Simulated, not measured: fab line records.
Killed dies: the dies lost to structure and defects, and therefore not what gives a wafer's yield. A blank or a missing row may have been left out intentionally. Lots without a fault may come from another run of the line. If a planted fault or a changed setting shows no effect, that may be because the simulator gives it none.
What tool caused it?    flow nand-harc    12 lots, 36 wafers sampled, at 5 steps of a route of 1159

== WHAT THE GAUGES SHOWED, per wafer ==
NHARC_P_GATE_CD_MEAS_11: target cd 1640 nm. Usual: 1640.5 nm for cd-nm, sd 1.8.
lot   measured     on         cd-nm (nm)            flag
L518  day 4 10:48  cd-sem-02  1640.2 1641.2 1639.1  
L519  day 4 18:10  cd-sem-01  1638.9 1642.8 1639.6  
L520  day 5 06:22  cd-sem-01  1640.5 1641.3 1641.2  
L522  day 5 06:03  cd-sem-03  1640.3 1638.5 1641.2  
L523  day 6 03:46  cd-sem-01  1640.4 1641.2 1640.8  
L525  day 6 14:07  cd-sem-03  1641.6 1637.4 1638.1  
L529  day 7 17:29  cd-sem-03  1639.6 1640.4 1640.7  
L530  day 7 17:34  cd-sem-03  1640.9 1638.3 1640.9  
L532  day 8 13:17  cd-sem-01  1642.0 1639.8 1639.4  
L535  day 8 13:20  cd-sem-01  1641.7 1640.4 1641.7  
L538  day 9 09:24  cd-sem-01  1638.7 1642.7 1639.8  
L539  day 9 09:14  cd-sem-03  1642.3 1641.0 1639.0  

NHARC_END_SORT_01. Usual: killed-at-array 27, standard deviation 12; killed-at-other 0.5, standard deviation 0.9; killed-at-periphery 3.7, standard deviation 2.7; killed-dies 31, standard deviation 12; killed-open 3.3, standard deviation 2; killed-short 2.0, standard deviation 1.4.
lot   measured      on         killed-at-array  killed-at-other  killed-at-periphery  killed-dies  killed-open  killed-short  flag
L529  day 26 01:56  prober-01  15 10 19         1 2 1            1 6 3                17 18 23     4 4 10       2 3 4         

== EACH LOT AND THE TOOL THAT RAN IT (in order: tool; ch and the chambers of the sampled wafers; start) ==
lot   NHARC_P_ZERO_WELL_DESCUM_54        NHARC_P_GATE_DEP_103            NHARC_P_GATE_ETCHBACK_37
L518  rie-diel-05 ch 0,3, day 1 23:47    pecvd-04 ch 0,1, day 5 00:59    rie-diel-13 ch 1,2,3, no start
L519  rie-diel-03 ch 0,1,3, day 2 06:01  pecvd-04 ch 0,1, day 5 09:45    rie-diel-11 ch 0,1,3, no start
L520  rie-diel-10 ch 1,3, day 2 11:50    pecvd-01 ch 0,1, day 5 22:07    rie-diel-11 ch 0,2,3, no start
L522  rie-diel-10 ch 2,3, day 2 23:49    pecvd-02 ch 0,2, day 5 22:17    rie-diel-13 ch 0,1,2, no start
L523  rie-diel-03 ch 1,2,3, day 3 05:50  pecvd-02 ch 0,1, day 6 16:36    rie-diel-13 ch 0,3, no start
L525  rie-diel-05 ch 1,3, day 3 17:50    pecvd-04 ch 1,2, day 7 04:27    rie-diel-13 ch 1,3, no start
L529  rie-diel-05 ch 0,1, day 4 18:01    pecvd-02 ch 0,2, day 8 13:24    rie-diel-08 ch 2,3, day 26 01:56 or earlier
L530  rie-diel-03 ch 0,2, day 5 00:25    pecvd-02 ch 0,1,2, day 8 14:05  rie-diel-13 ch 2,3, no start
L532  rie-diel-05 ch 0,2,3, day 5 11:50  pecvd-04 ch 1,2, day 9 02:50    rie-diel-13 ch 1,2,3, no start
L535  rie-diel-03 ch 0,2, day 6 05:44    pecvd-02 ch 0,1,2, day 9 02:52  rie-diel-11 ch 1,3, no start
L538  rie-diel-10 ch 0,1,2, day 6 23:44  pecvd-02 ch 0,1,2, day 9 22:19  rie-diel-13 ch 2,3, no start
L539  rie-diel-03 ch 1,2,3, day 7 05:47  pecvd-04 ch 0,2, day 9 22:17    rie-diel-13 ch 0,1,3, no start
- NHARC_P_ZERO_WELL_DESCUM_54: chemistry O2, time 3 s.
- NHARC_P_GATE_DEP_103: deposits SiON, target thk 30 nm.
- NHARC_P_GATE_ETCHBACK_37: etches the open film in CHF3/O2, target depth 34.5 nm, time 17.2 s.

== WHAT THE TOOLS THEMSELVES READ (means of the sampled wafers that have a number; where no wafer has one, the mark that the record gives instead) ==
NHARC_P_ZERO_WELL_DESCUM_54. Usual: for chamber-pressure-mTorr, 60.00 mTorr with a standard deviation of 0.049; for drypump-motor-current-A, 5.6 A with a standard deviation of 0.38; for o2-flow-sccm, 200.0 sccm with a standard deviation of 0.67; for oes-product-au, 0.995 a.u. with a standard deviation of 0.01; for rf-vpp-V, 57.7 V with a standard deviation of 0.88; for showerhead-plenum-p-Torr, 1.89 Torr with a standard deviation of 0.079; for throttle-valve-pct, 11.311 % with a standard deviation of 0.0088.
lot   tool         chamber-pressure-mTorr (mTorr)  drypump-motor-current-A (A)  o2-flow-sccm (sccm)  oes-product-au (a.u.)  rf-vpp-V (V)  showerhead-plenum-p-Torr (Torr)  throttle-valve-pct (%)  flag
L518  rie-diel-05  59.96                           5.9                          199.2                0.994                  57.3          1.92                             11.308                  
L519  rie-diel-03  60.01                           5.8                          199.8                0.990                  57.6          1.90                             11.312                  
L520  rie-diel-10  59.98                           5.2                          200.1                1.002                  57.5          1.90                             11.320                  
L522  rie-diel-10  60.01                           5.4                          199.9                1.007                  58.7          1.92                             11.319                  
L523  rie-diel-03  59.94                           5.6                          199.9                1.002                  57.7          1.86                             11.308                  
L525  rie-diel-05  60.05                           5.6                          200.2                0.990                  58.1          1.98                             11.310                  
L529  rie-diel-05  59.96                           5.1                          200.2                0.994                  57.9          1.91                             11.306                  
L530  rie-diel-03  59.96                           5.4                          199.8                0.977                  57.1          1.94                             11.313                  
L532  rie-diel-05  60.02                           5.8                          199.9                0.997                  58.3          1.85                             11.300                  
L535  rie-diel-03  60.01                           5.6                          200.1                0.994                  57.7          1.98                             11.314                  
L538  rie-diel-10  60.00                           5.8                          200.3                0.997                  58.2          1.89                             11.311                  
L539  rie-diel-03  60.00                           5.6                          199.7                0.990                  57.7          1.86                             11.309                  

NHARC_P_GATE_DEP_103. Usual: 726 W for heater-power-w, sd 90.
lot   tool      heater-power-w (W)  flag
L518  pecvd-04  674                 
L519  pecvd-04  598                 
L520  pecvd-01  869                 
L522  pecvd-02  767                 
L523  pecvd-02  616                 
L525  pecvd-04  700                 
L529  pecvd-02  719                 
L530  pecvd-02  664                 
L532  pecvd-04  693                 
L535  pecvd-02  735                 
L538  pecvd-02  672                 
L539  pecvd-04  643                 

NHARC_P_GATE_ETCHBACK_37. Usual: for chamber-pressure-mTorr, 24.996 mTorr with a standard deviation of 0.021; for drypump-motor-current-A, 5.7 A with a standard deviation of 0.47; for o2-flow-sccm, 10.00 sccm with a standard deviation of 0.031; for oes-product-au, 0.95 a.u. with a standard deviation of 0.033; for rf-vpp-V, 369.8 V with a standard deviation of 2.5; for showerhead-plenum-p-Torr, 2.36 Torr with a standard deviation of 0.1; for throttle-valve-pct, 20.573 % with a standard deviation of 0.0092.
lot   tool         chamber-pressure-mTorr (mTorr)  drypump-motor-current-A (A)  o2-flow-sccm (sccm)  oes-product-au (a.u.)  rf-vpp-V (V)  showerhead-plenum-p-Torr (Torr)  throttle-valve-pct (%)  flag
L518  rie-diel-13  25.011                          5.9                          10.03                1.02                   370.9         2.40                             20.568                  
L519  rie-diel-11  25.002                          5.7                          10.01                0.93                   368.8         2.32                             20.574                  
L520  rie-diel-11  24.983                          5.6                          10.00                0.93                   368.5         2.32                             20.570                  
L522  rie-diel-13  25.016                          5.8                          9.98                 0.94                   368.7         2.33                             20.571                  
L523  rie-diel-13  24.985                          5.3                          10.01                0.95                   369.5         2.37                             20.578                  
L525  rie-diel-13  25.005                          5.9                          10.04                0.94                   371.9         2.46                             20.568                  
L529  rie-diel-08  25.008                          5.0                          9.99                 0.99                   371.0         2.40                             20.574                  
L530  rie-diel-13  24.998                          6.0                          9.97                 0.93                   368.5         2.32                             20.573                  
L532  rie-diel-13  24.998                          6.0                          9.98                 0.93                   370.4         2.39                             20.571                  
L535  rie-diel-11  25.021                          5.3                          10.00                0.99                   368.7         2.31                             20.565                  
L538  rie-diel-13  24.996                          5.8                          10.00                0.94                   370.9         2.41                             20.573                  
L539  rie-diel-13  24.990                          5.6                          10.00                1.01                   370.5         2.41                             20.565                  

== THE ANSWER, worked out from the rows above alone ==
Rule: a lot is off if the mean of its wafers that have a number lies more than 3 standard deviations from the usual mean. A lot without any number at a reading at which 4 lots or more have one is off too. Any other lot the step has rows for is counted as sound. The gauges are gone through in route order, then the tools' own readings, and for those a lot's mean is taken as printed above. The first step at which some lot is off is used, and at that step the reading that is off furthest; a lot without a number counts as furthest.
Across all readings shown, no lot is off: no conclusion can be drawn from this.

== WHAT THE SIMULATOR HAD PUT IN ==
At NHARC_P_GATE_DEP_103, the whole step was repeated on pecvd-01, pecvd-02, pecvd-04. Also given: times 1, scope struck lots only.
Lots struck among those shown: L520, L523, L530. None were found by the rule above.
